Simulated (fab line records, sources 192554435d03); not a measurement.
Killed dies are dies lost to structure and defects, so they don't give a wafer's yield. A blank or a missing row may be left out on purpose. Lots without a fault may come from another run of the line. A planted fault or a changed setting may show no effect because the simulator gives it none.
Chamber matching | flow n5_finfet | N5_BEOL_M9_ALD_74 on ald_metal-04: 4 sister chambers
The step deposits TaN, target thk 2 nm, pulse time 2 s, purge time 3 s. 20 wafers are shown with their chamber, then 10 later ones without.

WAFERS WITH THEIR CHAMBER
wafer  | chamber | heater_power_w (W) | precursor_vessel_temp_c (C)
L074.1 | 2       | 400                | 75.13
L074.2 | 0       | 397                | 74.98
L074.3 | 3       | 336                | 74.96
L079.1 | 1       | 371                | 74.82
L079.2 | 0       | 402                | 75.00
L079.3 | 3       | 329                | 75.06
L082.1 | 0       | 408                | 75.07
L082.4 | 0       | 403                | 75.18
L082.6 | 1       | 375                | 74.86
L086.3 | 0       | 408                | 74.99
L086.4 | 1       | 376                | 75.04
L086.6 | 1       | 376                | 74.85
L089.2 | 2       | 404                | 74.82
L089.4 | 3       | 343                | 74.97
L089.5 | 2       | 393                | 74.89
L087.2 | 0       | 410                | 75.19
L087.3 | 1       | 370                | 74.88
L087.4 | 2       | 401                | 74.97
L088.3 | 1       | 377                | 75.23
L088.4 | 2       | 398                | 75.10

SIGNATURES (means of the wafers above)
reading                 | chamber 0 | chamber 1 | chamber 2 | chamber 3 | scatter within a chamber
heater_power_w          | 404.67    | 374.17    | 399.20    | 336.00    | 4.52
precursor_vessel_temp_c | 75.0683   | 74.9467   | 74.9820   | 74.9967   | 0.125
Rule: a wafer's distance from a chamber is the root of the sum, over the readings, of the square of ((its reading less the chamber's mean) divided by the reading's scatter). The wafer belongs to the nearest chamber; if the next one is less than 2 further off, it can't be placed. The scatter: the root of (the sum of the squares of (reading less its chamber's mean) over the shown wafers, divided by (wafers less chambers)).

WAFERS WITHOUT THEIR CHAMBER
wafer  | heater_power_w (W) | precursor_vessel_temp_c (C)
L088.5 | 407                | 75.26
L090.1 | 395                | 74.94
L090.2 | 368                | 75.00
L090.3 | 403                | 74.88
L094.2 | 392                | 74.95
L094.3 | 332                | 75.00
L094.5 | 379                | 74.96
L095.1 | 376                | 75.14
L095.4 | 336                | 74.96
L095.6 | 399                | 75.14

WHICH CHAMBER EACH WENT THROUGH
wafer  | from the rows above     | in truth
L088.5 | can't be placed: 0 or 2 | 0
L090.1 | can't be placed: 2 or 0 | 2
L090.2 | 1                       | 1
L090.3 | can't be placed: 2 or 0 | 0
L094.2 | can't be placed: 2 or 0 | 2
L094.3 | 3                       | 3
L094.5 | 1                       | 1
L095.1 | 1                       | 1
L095.4 | 3                       | 3
L095.6 | can't be placed: 2 or 0 | 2
Placed correctly: 5 of 10. Can't be placed from these rows: 5 (the true chamber is among the candidates in 5). Placed wrongly: 0.
